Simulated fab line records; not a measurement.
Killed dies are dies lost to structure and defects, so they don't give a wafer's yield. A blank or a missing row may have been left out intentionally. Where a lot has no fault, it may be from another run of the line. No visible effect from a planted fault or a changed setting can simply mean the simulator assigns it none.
fab line records    flow n5_finfet
record: lots: 7  wafers: 21
route steps=1938 shown ZERO_LAYER@9 WELL_APT@39 FIN_SAQP@147 FIN_CUT@154 STI_FIN_REVEAL@194 DUMMY_GATE@220 SD_EPI_N@268 HKMG_FIN@392
start_h: hours from the record's opening day to when the first of the lot's shown wafers began    wait_h: hours elapsed since this lot's preceding step    " unchanged from the row above    L1.1+2: a row that stands for several wafers    - either no value or no given start    * or withheld: withheld    < > ~ a bound
route shown NAME@n: names a module that has steps shown in the file, with the first one's number in the route    usual: mean/standard deviation of fault-free wafers    same: alike in all rows    chamber/n: place in a boat    sites: readings site by site    _std_site: the standard deviation of these    _edge_site: inner sites' mean taken away from outer sites' mean    radius_mm: how far each site lies from the wafer's centre    mask NAME#n: copy n    behind: the last tool/chamber to shape the wafer    hold: cause of the lot's hold/its duration in hours/its outcome    device: which transistor (n, p or np) failed to switch    end of line: the tests these same wafers got at the end of their route    a step given without rows: its recipe and nothing more    killed: the dies lost at the first sort to structure and to defects; this is not the yield of the wafer    map: per-die view of a wafer (x killed, . not killed, _ where there is no die)
set.NAME: setting as actually run; set.NAME@STEP: the setting as run at that earlier step    model.NAME: the simulator's own value behind a step, which no gauge read
lots with deliberately changed settings; one table per step, one row per wafer
== steps ==
step: N5_ZERO_LAYER_EXPOSE_08
recipe: mask_id: ZERO  na: 0.55  source_shape: conventional  sigma_outer: 0.8  polarization: unpolarized  defocus_nm: 0  target_cd_nm: 2000  dose_mj: 16.2
lot.wafer   tool            chamber  start_h  wait_h  mask    set.dose_mj
L074.1      krf_scanner-02  0        12.59    -       ZERO#0  15.24
L074.2+3    "               0        "        "       ZERO#0  16.2
L076.1      krf_scanner-01  0        24.46    -       ZERO#0  15.24
L076.5+6    "               0        "        "       ZERO#0  16.2
L080.2+4+5  krf_scanner-02  0        48.60    -       ZERO#0  16.2
L089.2+4+6  krf_scanner-02  0        102.47   -       ZERO#0  16.2
L090.2+3+4  krf_scanner-01  0        108.60   -       ZERO#0  16.2
L092.1+2+6  krf_scanner-02  0        120.47   -       ZERO#0  16.2
L093.2+6    krf_scanner-01  0        126.60   -       ZERO#0  16.51
L093.3      "               0        "        "       ZERO#0  16.2
step: N5_ZERO_LAYER_DEVELOP_10
recipe: develop_time_s: 60  rinse_liquid: diw  dry: air_spin  dev_temp_c: 21
lot.wafer   tool            chamber  start_h  wait_h  set.develop_time_s
L074.1+2    litho_track-05  0        -        -       54.25
L074.3      "               0        "        "       60
L076.1+5+6  litho_track-05  0        -        -       72
L080.2+4    litho_track-03  0        -        -       50.01
L080.5      "               0        "        "       60
L089.2+4+6  litho_track-05  0        -        -       60
L090.2      litho_track-05  0        -        -       55.63
L090.3+4    "               0        "        "       60
L092.1+6    litho_track-02  0        -        -       64.86
L092.2      "               0        "        "       60
L093.2+3+6  litho_track-03  0        -        -       60
step: N5_ZERO_LAYER_HARDBAKE_23
recipe: temp_c: 130  time_s: 120
step: N5_ZERO_LAYER_CD_MEAS_11
recipe: target_cd_nm: 2000  landing_energy_ev: 500  detector: se_inlens
usual: cd_nm: 1999.0/2.9
lot.wafer  tool       chamber  start_h  wait_h  set.dose_mj@ZERO_LAYER_EXPOSE_08  cd_nm
L074.1     cd_sem-01  0        12.77    -       15.24                             1982.8
L074.2     "          0        "        "       16.2                              1995.8
L074.3     "          0        "        "       16.2                              1995.7
L076.1     cd_sem-02  0        24.64    -       15.24                             1986.6
L076.5     "          0        "        "       16.2                              2001.3
L076.6     "          0        "        "       16.2                              1999.1
L080.2     cd_sem-01  0        48.77    -       16.2                              1996.3
L080.4     "          0        "        "       16.2                              1995.6
L080.5     "          0        "        "       16.2                              2000.7
L089.2     cd_sem-02  0        102.64   -       16.2                              1997.8
L089.4     "          0        "        "       16.2                              1995.5
L089.6     "          0        "        "       16.2                              2000.2
L090.2     cd_sem-01  0        108.77   -       16.2                              1992.6
L090.3     "          0        "        "       16.2                              2001.1
L090.4     "          0        "        "       16.2                              2000.5
L092.1     cd_sem-03  0        120.64   -       16.2                              2003.1
L092.2     "          0        "        "       16.2                              2000.5
L092.6     "          0        "        "       16.2                              2001.9
L093.2     cd_sem-03  0        126.77   -       16.51                             2009.1
L093.3     "          0        "        "       16.2                              2002.8
L093.6     "          0        "        "       16.51                             2004.6
step: N5_WELL_APT_EXPOSE_22
recipe: mask_id: PWELL  na: 0.8  source_shape: conventional  sigma_outer: 0.8  polarization: unpolarized  defocus_nm: 0  target_cd_nm: 200  dose_mj: 23.2
lot.wafer   tool            chamber  start_h  wait_h  mask     set.dose_mj
L074.1      krf_scanner-02  0        14.88    -       PWELL#0  23.2
L074.2+3    "               0        "        "       PWELL#0  21.55
L076.1      krf_scanner-01  0        26.53    -       PWELL#0  22.09
L076.5+6    "               0        "        "       PWELL#0  23.2
L080.2+5    krf_scanner-02  0        50.68    -       PWELL#0  22.62
L080.4      "               0        "        "       PWELL#0  23.2
L089.2+4+6  krf_scanner-01  0        104.53   -       PWELL#0  23.2
L090.2+3+4  krf_scanner-02  0        111.13   -       PWELL#0  21.61
L092.1+6    krf_scanner-02  0        122.54   -       PWELL#0  23.2
L092.2      "               0        "        "       PWELL#0  23.74
L093.2      krf_scanner-02  0        129.68   -       PWELL#0  22.23
L093.3+6    "               0        "        "       PWELL#0  23.2
step: N5_WELL_APT_PEB_23
recipe: peb_temp_c: 130  peb_time_s: 90
lot.wafer   tool            chamber  start_h  wait_h  set.peb_temp_c
L074.1      litho_track-05  0        14.94    0.1     131.4
L074.2+3    "               0        "        "       130
L076.1+6    litho_track-04  0        26.58    0.1     126.9
L076.5      "               0        "        "       130
L080.2+4+5  litho_track-05  0        50.73    0.0     130
L089.2+4+6  litho_track-05  0        104.58   0.0     130
L090.2+3+4  litho_track-05  0        111.18   0.0     130
L092.1      litho_track-05  0        122.60   0.1     131.6
L092.2+6    "               0        "        "       130
L093.2+6    litho_track-05  0        129.74   0.0     132.3
L093.3      "               0        "        "       130
step: N5_WELL_APT_DEVELOP_24
recipe: develop_time_s: 45  rinse_liquid: surfactant_rinse  dry: air_spin  dev_temp_c: 21
step: N5_WELL_APT_HARDBAKE_29
recipe: temp_c: 130  time_s: 120
step: N5_WELL_APT_CD_MEAS_25
recipe: target_cd_nm: 200  landing_energy_ev: 500  detector: se_inlens
usual: cd_nm: 199.2/1.7
lot.wafer  tool       chamber  start_h  wait_h  set.dose_mj@WELL_APT_EXPOSE_22  set.peb_temp_c@WELL_APT_PEB_23  cd_nm
L074.1     cd_sem-02  0        15.05    -       23.2                            131.4                           206.6
L074.2     "          0        "        "       21.55                           130                             182.6
L074.3     "          0        "        "       21.55                           130                             185.8
L076.1     cd_sem-01  0        26.70    -       22.09                           126.9                           170.4
L076.5     "          0        "        "       23.2                            130                             201.0
L076.6     "          0        "        "       23.2                            126.9                           180.2
L080.2     cd_sem-01  0        50.85    -       22.62                           130                             192.1
L080.4     "          0        "        "       23.2                            130                             196.0
L080.5     "          0        "        "       22.62                           130                             193.6
L089.2     cd_sem-01  0        104.70   -       23.2                            130                             197.5
L089.4     "          0        "        "       23.2                            130                             197.0
L089.6     "          0        "        "       23.2                            130                             199.7
L090.2     cd_sem-02  0        111.30   -       21.61                           130                             184.1
L090.3     "          0        "        "       21.61                           130                             187.6
L090.4     "          0        "        "       21.61                           130                             185.4
L092.1     cd_sem-02  0        122.72   -       23.2                            131.6                           205.4
L092.2     "          0        "        "       23.74                           130                             204.1
L092.6     "          0        "        "       23.2                            130                             197.0
L093.2     cd_sem-01  0        129.85   -       22.23                           132.3                           205.1
L093.3     "          0        "        "       23.2                            130                             198.4
L093.6     "          0        "        "       23.2                            132.3                           209.4
step: N5_WELL_APT_DESCUM_30
recipe: chemistry: O2  time_s: 7.9  source_power_w: 50  bias_power_w: 20  pressure_mtorr: 20  rf_frequency_hz: 2.712e+07  temp_c: 40  o2_flow_sccm: 225
lot.wafer  tool         chamber  start_h  wait_h  set.dose_mj@WELL_APT_EXPOSE_22  set.peb_temp_c@WELL_APT_PEB_23  model.WELL_APT.cd_nm
L074.1     rie_diel-05  0        15.14    0.0     23.2                            131.4                           206.3
L074.2     "            2        "        "       21.55                           130                             182.5
L074.3     "            1        "        "       21.55                           130                             185.7
L076.1     rie_diel-05  3        26.84    0.1     22.09                           126.9                           170.6
L076.5     "            0        "        "       23.2                            130                             201.1
L076.6     "            3        "        "       23.2                            126.9                           180
L080.2     rie_diel-05  3        51.51    0.6     22.62                           130                             192
L080.4     "            2        "        "       23.2                            130                             195.9
L080.5     "            1        "        "       22.62                           130                             193.5
L089.2     rie_diel-01  0        104.79   0.0     23.2                            130                             197.9
L089.4     "            3        "        "       23.2                            130                             196.5
L089.6     "            2        "        "       23.2                            130                             199.4
L090.2     rie_diel-06  1        111.42   0.1     21.61                           130                             184.1
L090.3     "            2        "        "       21.61                           130                             187.8
L090.4     "            0        "        "       21.61                           130                             184.9
L092.1     rie_diel-05  2        122.93   0.2     23.2                            131.6                           205.3
L092.2     "            3        "        "       23.74                           130                             204
L092.6     "            2        "        "       23.2                            130                             196.7
L093.2     rie_diel-05  0        129.94   0.0     22.23                           132.3                           204.9
L093.3     "            1        "        "       23.2                            130                             198.6
L093.6     "            1        "        "       23.2                            132.3                           209.5
step: N5_FIN_SAQP_FIN_ETCH_36
recipe: chemistry: HBr/Cl2/O2  target_depth_a: 1200  mask_material: SiNx  time_s: 50.4  bias_w: 102  pressure_mtorr: 10  icp_w: 800  HBr_flow_sccm: 150  Cl2_flow_sccm: 80  O2_flow_sccm: 12
lot.wafer   tool       chamber  start_h  wait_h  set.bias_w
L074.1+3    rie_si-03  3,0      26.41    0.0     90.28
L074.2      "          2        "        "       102
L076.1+5    rie_si-03  3,0      38.89    0.0     102
L076.6      "          3        "        "       88.15
L080.2+4+5  rie_si-03  1,0,0    62.87    0.0     90.01
L089.2+4+6  rie_si-03  2,1,1    117.06   0.0     102
L090.2+3    rie_si-03  3,2      122.33   0.0     111.4
L090.4      "          0        "        "       102
L092.1+2    rie_si-02  3,2      135.07   0.0     102
L092.6      "          1        "        "       92.13
L093.2+3    rie_si-02  2,1      142.58   0.0     108
L093.6      "          1        "        "       102
step: N5_FIN_CUT_COAT_18
recipe: resist: SOC  temp_c: 250  time_s: 60  spin_rpm: 1500  resist_thk_nm: 230
lot.wafer   tool            chamber  start_h  wait_h  set.temp_c
L074.1+2    litho_track-01  0        26.70    0.0     240.4
L074.3      "               0        "        "       250
L076.1+5+6  litho_track-03  0        39.17    0.0     254.8
L080.2+4    litho_track-03  0        63.15    0.0     255.6
L080.5      "               0        "        "       250
L089.2+4+6  litho_track-03  0        117.35   0.0     250
L090.2      litho_track-04  0        122.61   0.0     247.1
L090.3+4    "               0        "        "       250
L092.1      litho_track-04  0        135.35   0.0     250
L092.2+6    "               0        "        "       241.4
L093.2+6    litho_track-04  0        142.86   0.0     250
L093.3      "               0        "        "       241.4
step: N5_FIN_CUT_COAT_19
recipe: resist: SiARC  temp_c: 220  time_s: 60  spin_rpm: 1500  resist_thk_nm: 20
step: N5_FIN_CUT_COAT_29
recipe: resist: underlayer  temp_c: 205  time_s: 60  spin_rpm: 1500  resist_thk_nm: 10
step: N5_STI_FIN_REVEAL_PRECLEAN_29
recipe: chemistry: DHF  time_s: 30  temp_c: 25  dilution: 300:1
step: N5_STI_FIN_REVEAL_SRD_12
recipe: time_s: 30  temp_c: 23  rinse_liquid: diw  dry: ipa_marangoni
step: N5_STI_FIN_REVEAL_RECESS_09
recipe: chemistry: HF/NH3  target: SiO2  afs_cycles: 11  target_depth_a: 425  temp_c: 30  sublimation_temp_c: 180  sublimation_time_s: 60
lot.wafer  tool           chamber  start_h  wait_h  set.bias_w@FIN_SAQP_FIN_ETCH_36  model.SiNx_of_FIN_SAQP_HM_DEP_03.thk_nm
L074.1+3   vapor_etch-01  0,1      34.37    0.0     90.28                            18.6
L074.2     "              1        "        "       102                              17.8
L076.1     vapor_etch-01  1        46.43    0.0     102                              17.6
L076.5     "              1        47.49    1.1     102                              18
L076.6     "              0        "        "       88.15                            19.8
L080.2     vapor_etch-02  1        70.73    0.0     90.01                            18.8
L080.4     "              1        "        "       90.01                            19.2
L080.5     "              0        "        "       90.01                            19
L089.2     vapor_etch-01  0        125.10   0.0     102                              18
L089.4+6   "              0,1      "        "       102                              18.4
L090.2     vapor_etch-01  1        130.39   0.1     111.4                            16.6
L090.3     "              1        "        "       111.4                            16.8
L090.4     "              0        "        "       102                              17.8
L092.1     vapor_etch-01  0        143.57   0.0     102                              17.8
L092.2     "              1        "        "       102                              18.2
L092.6     "              0        144.63   1.1     92.13                            19.6
L093.2     vapor_etch-01  0        150.18   0.0     108                              16.4
L093.3     "              1        "        "       108                              18
L093.6     "              1        "        "       102                              18.6
step: N5_DUMMY_GATE_HM_DEP_06
recipe: material: SiNx  target_thk_a: 800  precursor: DCS/NH3  temp_c: 700  pressure_mtorr: 300  time_s: 5141
lot.wafer  tool      chamber  start_h  wait_h  set.time_s  model.SiNx_of_DUMMY_GATE_HM_DEP_06.thk_nm
L074.1+2   -         -        -        0.0     5141        81.6
L074.3     "         -        "        "       5141        82
L076.1     -         -        -        0.0     5631        87.6
L076.5     "         -        "        "       5631        87.8
L076.6     "         -        "        "       5631        88.4
L080.2+5   -         -        -        0.0     5389        83.6
L080.4     "         -        "        "       5389        83.4
L089.2     lpcvd-01  1/70     132.23   0.0     5141        80
L089.4     "         1/79     "        "       5141        79.8
L089.6     "         1/89     "        "       5141        79.4
L090.2     -         -        -        0.0     5141        79.8
L090.3     "         -        "        "       5141        79.2
L090.4     "         -        "        "       5141        78.6
L092.1+6   -         -        -        0.0     4734        74.8
L092.2     "         -        "        "       4734        74.2
L093.2+6   -         -        -        0.0     4631        72.6
L093.3     "         -        "        "       4631        72
step: N5_SD_EPI_N_PEB_07
recipe: peb_temp_c: 110  peb_time_s: 60  resist: CAR-ArF-block
lot.wafer   tool            chamber  start_h  wait_h  set.peb_time_s
L074.1+2+3  litho_track-04  0        49.85    0.1     60
L076.1+5+6  litho_track-05  0        60.46    0.1     60
L080.2+4    litho_track-01  0        86.32    0.0     51.47
L080.5      "               0        "        "       60
L089.2+4+6  litho_track-05  0        139.57   0.0     60
L090.2      litho_track-05  0        144.52   0.0     66.34
L090.3+4    "               0        "        "       60
L092.1+6    litho_track-04  0        157.20   0.1     60
L092.2      "               0        "        "       49.86
L093.2+3    litho_track-04  0        163.56   0.0     53.01
L093.6      "               0        "        "       60
step: N5_SD_EPI_N_DEVELOP_08
recipe: develop_time_s: 30  developer: TMAH  resist: CAR-ArF-block  dev_temp_c: 23  rinse_liquid: diw  dry: air_spin
step: N5_SD_EPI_N_CD_MEAS_09
recipe: target_cd_nm: 120  landing_energy_ev: 500  detector: se_inlens
usual: cd_nm: 119.9/0.74
lot.wafer  tool       chamber  start_h  wait_h  set.peb_time_s@SD_EPI_N_PEB_07  cd_nm
L074.1     cd_sem-01  0        49.91    -       60                              119.6
L074.2     "          0        "        "       60                              119.8
L074.3     "          0        "        "       60                              119.8
L076.1     cd_sem-03  0        60.53    -       60                              119.5
L076.5     "          0        "        "       60                              119.4
L076.6     "          0        "        "       60                              119.1
L080.2     cd_sem-01  0        86.38    -       51.47                           114.4
L080.4     "          0        "        "       51.47                           114.7
L080.5     "          0        "        "       60                              119.5
L089.2     cd_sem-01  0        139.64   -       60                              120.7
L089.4     "          0        "        "       60                              120.8
L089.6     "          0        "        "       60                              121.8
L090.2     cd_sem-01  0        144.59   -       66.34                           123.6
L090.3     "          0        "        "       60                              120.5
L090.4     "          0        "        "       60                              120.1
L092.1     cd_sem-02  0        157.27   -       60                              120.0
L092.2     "          0        "        "       49.86                           112.9
L092.6     "          0        "        "       60                              119.4
L093.2     cd_sem-01  0        163.62   -       53.01                           114.6
L093.3     "          0        "        "       53.01                           115.4
L093.6     "          0        "        "       60                              119.6
step: N5_SD_EPI_N_DESCUM_14
recipe: chemistry: O2  time_s: 7.9  source_power_w: 50  bias_power_w: 20  pressure_mtorr: 20  rf_frequency_hz: 2.712e+07  temp_c: 40  resist: CAR-ArF-block  o2_flow_sccm: 225
lot.wafer  tool         chamber  start_h  wait_h  set.peb_time_s@SD_EPI_N_PEB_07  model.SD_EPI_N.cd_nm
L074.1+3   rie_diel-05  2,0      50.26    0.3     60                              119.6
L074.2     "            1        "        "       60                              120
L076.1+5   rie_diel-05  0,1      60.64    0.1     60                              119.8
L076.6     "            2        "        "       60                              119.4
L080.2     rie_diel-05  1        86.48    0.0     51.47                           114.4
L080.4     "            2        "        "       51.47                           115
L080.5     "            2        "        "       60                              119.6
L089.2     rie_diel-01  1        139.73   0.0     60                              120.6
L089.4     "            3        "        "       60                              120.4
L089.6     "            3        "        "       60                              121.8
L090.2     rie_diel-05  3        144.67   0.0     66.34                           123.8
L090.3     "            1        "        "       60                              120.8
L090.4     "            0        "        "       60                              119.8
L092.1     rie_diel-01  1        157.36   0.0     60                              119.8
L092.2     "            2        "        "       49.86                           113
L092.6     "            1        "        "       60                              120
L093.2     rie_diel-01  2        163.71   0.0     53.01                           114.4
L093.3     "            1        "        "       53.01                           115.6
L093.6     "            1        "        "       60                              119.2
step: N5_SD_EPI_N_ETCH_34
recipe: chemistry: CF4  target: SiARC  target_depth_a: 455  mask_material: CAR-ArF-block  time_s: 75.8  ion_energy_ev: 80  pressure_mtorr: 40  source_w: 545  bias_w: 36  Ar_flow_sccm: 100  cf4_flow_sccm: 100  ends: cleared
lot.wafer  tool         chamber  start_h  wait_h  set.peb_time_s@SD_EPI_N_PEB_07  model.SD_EPI_N.cd_nm
L074.1+3   rie_diel-05  2,0      50.30    0.0     60                              119.6
L074.2     "            1        "        "       60                              120.2
L076.1     rie_diel-05  0        60.68    0.0     60                              119.8
L076.5     "            1        "        "       60                              120
L076.6     "            2        "        "       60                              119.4
L080.2     rie_diel-05  1        86.51    0.0     51.47                           114.8
L080.4     "            2        "        "       51.47                           114.6
L080.5     "            2        "        "       60                              119.4
L089.2     rie_diel-01  1        139.76   0.0     60                              120.6
L089.4     "            3        "        "       60                              120.4
L089.6     "            3        "        "       60                              122
L090.2     rie_diel-05  3        144.71   0.0     66.34                           123.6
L090.3     "            1        "        "       60                              121
L090.4     "            0        "        "       60                              120
L092.1     rie_diel-01  1        157.39   0.0     60                              119.6
L092.2     "            2        "        "       49.86                           113.2
L092.6     "            1        "        "       60                              119.8
L093.2     rie_diel-01  2        163.75   0.0     53.01                           114.6
L093.3     "            1        "        "       53.01                           115.6
L093.6     "            1        "        "       60                              119.4
step: N5_SD_EPI_N_ETCH_35
recipe: chemistry: N2/H2  target: SOC  overetch_a: 1080  mask_material: SiARC  temp_c: 40  ion_energy_ev: 100  source_w: 3000  bias_w: 133  pressure_mtorr: 20  time_s: 486  n2_flow_sccm: 200  h2_flow_sccm: 200
lot.wafer  tool         chamber  start_h  wait_h  set.peb_time_s@SD_EPI_N_PEB_07  model.SD_EPI_N.cd_nm
L074.1     rie_diel-05  2        50.35    0.0     60                              120.6
L074.2     "            1        "        "       60                              121.6
L074.3     "            0        "        "       60                              120
L076.1     rie_diel-05  0        60.73    0.0     60                              119.8
L076.5     "            1        "        "       60                              121
L076.6     "            2        "        "       60                              119.4
L080.2     rie_diel-05  1        86.57    0.0     51.47                           116
L080.4     "            2        "        "       51.47                           115
L080.5     "            2        "        "       60                              119.4
L089.2     rie_diel-01  1        139.82   0.0     60                              120.2
L089.4     "            3        "        "       60                              121.2
L089.6     "            3        "        "       60                              121.6
L090.2     rie_diel-05  3        144.77   0.0     66.34                           124.2
L090.3     "            1        "        "       60                              122
L090.4     "            0        "        "       60                              120.4
L092.1     rie_diel-01  1        157.45   0.0     60                              119.6
L092.2     "            2        "        "       49.86                           112.8
L092.6     "            1        "        "       60                              118.8
L093.2     rie_diel-01  2        163.80   0.0     53.01                           115.2
L093.3     "            1        "        "       53.01                           116.6
L093.6     "            1        "        "       60                              119.6
step: N5_HKMG_FIN_COAT_43
recipe: resist: CAR-ArF  spin_rpm: 1500  resist_thk_nm: 90
lot.wafer   tool            chamber  start_h  wait_h  set.spin_rpm  model.CAR-ArF_of_HKMG_FIN_COAT_43.thk_nm
L074.1      litho_track-01  0        -        -       1645          86
L074.2      "               0        "        "       1645          85.6
L074.3      "               0        "        "       1500          90
L076.1      litho_track-01  0        -        -       1579          87.4
L076.5      "               0        "        "       1500          89.8
L076.6      "               0        "        "       1579          87.6
L080.2      litho_track-04  0        -        -       1500          90.4
L080.4      "               0        "        "       1551          88.6
L080.5      "               0        "        "       1500          90
L089.2      litho_track-03  0        -        -       1500          89.8
L089.4+6    "               0        "        "       1500          89.6
L090.2+3+4  litho_track-04  0        -        -       1500          90.2
L092.1      litho_track-01  0        -        -       1400          93.4
L092.2+6    "               0        "        "       1500          90.4
L093.2      litho_track-03  0        -        -       1500          90
L093.3      "               0        "        "       1500          89.8
L093.6      "               0        "        "       1500          90.2
step: N5_HKMG_FIN_EBR_45
recipe: solvent: PGMEA  ebr_width_mm: 1.5
step: N5_HKMG_FIN_SOFTBAKE_44
recipe: temp_c: 110  time_s: 60  resist: CAR-ArF
step: N5_HKMG_FIN_EXPOSE_46
recipe: mask_id: NDIPOLE  na: 1.35  source_shape: conventional  sigma_outer: 0.8  polarization: unpolarized  dose_mj: 40
step: N5_HKMG_FIN_PEB_47
recipe: peb_temp_c: withheld  peb_time_s: 60  resist: CAR-ArF
step: N5_HKMG_FIN_DEVELOP_48
recipe: develop_time_s: 30  developer: TMAH  resist: CAR-ArF  rinse_liquid: diw  dry: air_spin  dev_temp_c: 23
lot.wafer   tool            chamber  start_h  wait_h  set.spin_rpm@HKMG_FIN_COAT_43  model.CAR-ArF_of_HKMG_FIN_COAT_43.thk_nm
L074.1      litho_track-03  0        -        -       1645                           84.2
L074.2      "               0        "        "       1645                           83.8
L074.3      "               0        "        "       1500                           88.4
L076.1      litho_track-03  0        -        -       1579                           85.6
L076.5      "               0        "        "       1500                           88.2
L076.6      "               0        "        "       1579                           85.8
L080.2      litho_track-03  0        -        -       1500                           88.6
L080.4      "               0        "        "       1551                           87
L080.5      "               0        "        "       1500                           88.2
L089.2      litho_track-04  0        -        -       1500                           88.2
L089.4      "               0        "        "       1500                           88
L089.6      "               0        "        "       1500                           87.8
L090.2+3+4  litho_track-01  0        -        -       1500                           88.6
L092.1      litho_track-03  0        -        -       1400                           91.6
L092.2+6    "               0        "        "       1500                           88.8
L093.2      litho_track-04  0        -        -       1500                           88.2
L093.3      "               0        "        "       1500                           88
L093.6      "               0        "        "       1500                           88.6
== key ==
split: step: N5_ZERO_LAYER_EXPOSE_08  setting: dose_mj  stated: 16.2  by: wafer
response: step: N5_ZERO_LAYER_CD_MEAS_11  reading: cd_nm  change: +2.24  per: 1%  r: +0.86
split: step: N5_ZERO_LAYER_DEVELOP_10  setting: develop_time_s  stated: 60  by: wafer
response none clear
split: step: N5_WELL_APT_EXPOSE_22  setting: dose_mj  stated: 23.2  by: wafer
response: step: N5_WELL_APT_CD_MEAS_25  reading: cd_nm  slope: +1.95  per: 1%  together_with: peb_temp_c@WELL_APT_PEB_23  explained: 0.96
response: step: N5_WELL_APT_DESCUM_30  reading: model.WELL_APT.cd_nm  slope: +1.95  per: 1%  together_with: peb_temp_c@WELL_APT_PEB_23  explained: 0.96
split: step: N5_WELL_APT_PEB_23  setting: peb_temp_c  stated: 130  by: wafer
response: step: N5_WELL_APT_CD_MEAS_25  reading: cd_nm  slope: +7.93  per: 1%  together_with: dose_mj@WELL_APT_EXPOSE_22  explained: 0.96
response: step: N5_WELL_APT_DESCUM_30  reading: model.WELL_APT.cd_nm  slope: +7.86  per: 1%  together_with: dose_mj@WELL_APT_EXPOSE_22  explained: 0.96
split: step: N5_FIN_SAQP_FIN_ETCH_36  setting: bias_w  stated: 102  by: wafer
response: step: N5_STI_FIN_REVEAL_RECESS_09  reading: model.SiNx_of_FIN_SAQP_HM_DEP_03.thk_nm  change: -0.133  per: 1%  r: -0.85
split: step: N5_FIN_CUT_COAT_18  setting: temp_c  stated: 250  by: wafer
response none clear
split: step: N5_DUMMY_GATE_HM_DEP_06  setting: time_s  stated: 5141  by: lot
response: step: N5_DUMMY_GATE_HM_DEP_06  reading: model.SiNx_of_DUMMY_GATE_HM_DEP_06.thk_nm  change: +0.769  per: 1%  r: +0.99
split: step: N5_SD_EPI_N_PEB_07  setting: peb_time_s  stated: 60  by: wafer
response: step: N5_SD_EPI_N_CD_MEAS_09  reading: cd_nm  change: +0.372  per: 1%  r: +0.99
response: step: N5_SD_EPI_N_DESCUM_14  reading: model.SD_EPI_N.cd_nm  change: +0.37  per: 1%  r: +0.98
response: step: N5_SD_EPI_N_ETCH_34  reading: model.SD_EPI_N.cd_nm  change: +0.353  per: 1%  r: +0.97
response: step: N5_SD_EPI_N_ETCH_35  reading: model.SD_EPI_N.cd_nm  change: +0.324  per: 1%  r: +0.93
split: step: N5_HKMG_FIN_COAT_43  setting: spin_rpm  stated: 1500  by: wafer
response: step: N5_HKMG_FIN_COAT_43  reading: model.CAR-ArF_of_HKMG_FIN_COAT_43.thk_nm  change: -0.441  per: 1%  r: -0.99
response: step: N5_HKMG_FIN_DEVELOP_48  reading: model.CAR-ArF_of_HKMG_FIN_COAT_43.thk_nm  change: -0.447  per: 1%  r: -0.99
